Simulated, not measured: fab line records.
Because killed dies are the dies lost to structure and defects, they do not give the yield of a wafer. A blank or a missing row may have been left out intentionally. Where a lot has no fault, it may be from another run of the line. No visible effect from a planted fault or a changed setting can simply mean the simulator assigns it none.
Split-lot experiment || flow n5Finfet || 21 wafers read from 7 lots, route of 1938 steps

== SPLIT DETAILS ==
At N5_BEOL_M0_CUTY_ETCH_63 (etches SOC in N2/H2, target depth 82.7 nm, overetch 16.5 nm, time 124 s), the setting sourceW was moved away from the recipe's 840 W on 9 of the 21 wafers read, by -16.9% to +12.2%. All remaining wafers had this setting at the recipe value.

The split's own step is where the reading is taken.

== THE READING ==
rfVppV, in V, at N5_BEOL_M0_CUTY_ETCH_63 (etches SOC in N2/H2, target depth 82.7 nm, overetch 16.5 nm, time 124 s). A value of 522.5 V with a standard deviation of 2 V is what fault-free wafers of this fab line usually give.

{"wafer": "L074.2", "tool, chamber at the split": "rieDiel-05, 2", "sourceW as run, W": 840, "against the recipe": "recipe", "rfVppV, V": 526.3, "against lot-mates on the recipe": "-"}
{"wafer": "L074.4", "tool, chamber at the split": "rieDiel-05, 3", "sourceW as run, W": 840, "against the recipe": "recipe", "rfVppV, V": 523.0, "against lot-mates on the recipe": "-"}
{"wafer": "L074.6", "tool, chamber at the split": "rieDiel-05, 0", "sourceW as run, W": 840, "against the recipe": "recipe", "rfVppV, V": 522.7, "against lot-mates on the recipe": "-"}
{"wafer": "L077.3", "tool, chamber at the split": "rieDiel-05, 1", "sourceW as run, W": 942.1, "against the recipe": "+12.2%", "rfVppV, V": 501.6, "against lot-mates on the recipe": -23.5}
{"wafer": "L077.4", "tool, chamber at the split": "rieDiel-05, 2", "sourceW as run, W": 840, "against the recipe": "recipe", "rfVppV, V": 525.1, "against lot-mates on the recipe": "-"}
{"wafer": "L077.6", "tool, chamber at the split": "rieDiel-05, 1", "sourceW as run, W": 942.1, "against the recipe": "+12.2%", "rfVppV, V": 501.8, "against lot-mates on the recipe": -23.3}
{"wafer": "L078.3", "tool, chamber at the split": "rieDiel-02, 1", "sourceW as run, W": 840, "against the recipe": "recipe", "rfVppV, V": 519.9, "against lot-mates on the recipe": "-"}
{"wafer": "L078.5", "tool, chamber at the split": "rieDiel-02, 1", "sourceW as run, W": 747.5, "against the recipe": "-11.0%", "rfVppV, V": 540.8, "against lot-mates on the recipe": "+17.8"}
{"wafer": "L078.6", "tool, chamber at the split": "rieDiel-02, 2", "sourceW as run, W": 840, "against the recipe": "recipe", "rfVppV, V": 526.0, "against lot-mates on the recipe": "-"}
{"wafer": "L079.2", "tool, chamber at the split": "rieDiel-06, 3", "sourceW as run, W": 718.7, "against the recipe": "-14.4%", "rfVppV, V": 547.6, "against lot-mates on the recipe": "+23.7"}
{"wafer": "L079.5", "tool, chamber at the split": "rieDiel-06, 0", "sourceW as run, W": 718.7, "against the recipe": "-14.4%", "rfVppV, V": 549.8, "against lot-mates on the recipe": "+25.9"}
{"wafer": "L079.6", "tool, chamber at the split": "rieDiel-06, 1", "sourceW as run, W": 840, "against the recipe": "recipe", "rfVppV, V": 523.9, "against lot-mates on the recipe": "-"}
{"wafer": "L082.2", "tool, chamber at the split": "rieDiel-02, 3", "sourceW as run, W": 840, "against the recipe": "recipe", "rfVppV, V": 520.4, "against lot-mates on the recipe": "-"}
{"wafer": "L082.4", "tool, chamber at the split": "rieDiel-02, 2", "sourceW as run, W": 697.7, "against the recipe": "-16.9%", "rfVppV, V": 560.1, "against lot-mates on the recipe": "+39.7"}
{"wafer": "L082.6", "tool, chamber at the split": "rieDiel-02, 3", "sourceW as run, W": 697.7, "against the recipe": "-16.9%", "rfVppV, V": 553.9, "against lot-mates on the recipe": "+33.5"}
{"wafer": "L094.3", "tool, chamber at the split": "rieDiel-05, 3", "sourceW as run, W": 840, "against the recipe": "recipe", "rfVppV, V": 522.9, "against lot-mates on the recipe": "-"}
{"wafer": "L094.4", "tool, chamber at the split": "rieDiel-05, 1", "sourceW as run, W": 840, "against the recipe": "recipe", "rfVppV, V": 523.0, "against lot-mates on the recipe": "-"}
{"wafer": "L094.6", "tool, chamber at the split": "rieDiel-05, 1", "sourceW as run, W": 840, "against the recipe": "recipe", "rfVppV, V": 521.6, "against lot-mates on the recipe": "-"}
{"wafer": "L096.1", "tool, chamber at the split": "rieDiel-02, 1", "sourceW as run, W": 840, "against the recipe": "recipe", "rfVppV, V": 520.6, "against lot-mates on the recipe": "-"}
{"wafer": "L096.2", "tool, chamber at the split": "rieDiel-02, 3", "sourceW as run, W": 927.3, "against the recipe": "+10.4%", "rfVppV, V": 502.3, "against lot-mates on the recipe": -18.3}
{"wafer": "L096.6", "tool, chamber at the split": "rieDiel-02, 1", "sourceW as run, W": 927.3, "against the recipe": "+10.4%", "rfVppV, V": 501.9, "against lot-mates on the recipe": -18.7}

THE FIT
A straight line over all 21 wafers: rfVppV changes by -1.87 V for each +1% of sourceW; r = -0.99; the points scatter about the line by 2.3 V.
The same after taking each lot's own level away (the mean of its wafers on the recipe; 21 wafers): -1.91 V for each +1%; r = -0.99; scatter 2.5 V.
That fit puts the effect of the largest move of sourceW on the reading at 32 V.
The lots' own levels span 520.40 to 525.10 V, that is 2.4 times the standard deviation above.
Consequently the slope shifts little with the lot-to-lot level, the two slopes agreeing.
Check: with one of the wafers moved furthest among these (-16.9%) left out of the fit, the line predicts +30.7 V for it against its lot-mates. Against them it came out at +39.7 V.
Tool readings at the split's step, against how far the setting was moved: rfVppV r = -0.99.

== THESE WAFERS: OTHER SPLITS ==
Note: prior to the reading, these wafers also went through further splits. Each is held against what the fit with the lots' levels taken away leaves over:
{"other split on the same wafers": "N5_SD_EPI_P_ETCH_16 targetDepthA", "wafers away from the commonest value": 6, "r with rfVppV (lot level and that fit taken away)": "+0.20"}
{"other split on the same wafers": "N5_SDB_ALD_29 aldCycles", "wafers away from the commonest value": 5, "r with rfVppV (lot level and that fit taken away)": "+0.15"}
{"other split on the same wafers": "N5_GATE_CUT_ETCH_58 biasW", "wafers away from the commonest value": 7, "r with rfVppV (lot level and that fit taken away)": -0.35}
{"other split on the same wafers": "N5_MOL_CONTACT_COAG_ETCH_105 biasW", "wafers away from the commonest value": 8, "r with rfVppV (lot level and that fit taken away)": -0.15}
{"other split on the same wafers": "N5_BEOL_M0_SAQP_COAT_08 spinRpm", "wafers away from the commonest value": 8, "r with rfVppV (lot level and that fit taken away)": "+0.31"}
{"other split on the same wafers": "N5_BEOL_M0_SAQP_SPACER2_ALD_26 targetThkA", "wafers away from the commonest value": 6, "r with rfVppV (lot level and that fit taken away)": -0.14}
{"other split on the same wafers": "N5_BEOL_M0_SAQP_COAT_72 spinRpm", "wafers away from the commonest value": 9, "r with rfVppV (lot level and that fit taken away)": -0.10}

== THE FILE'S OWN FIT ==
rfVppV changes by -1.89 V for each +1% of sourceW, r = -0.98.
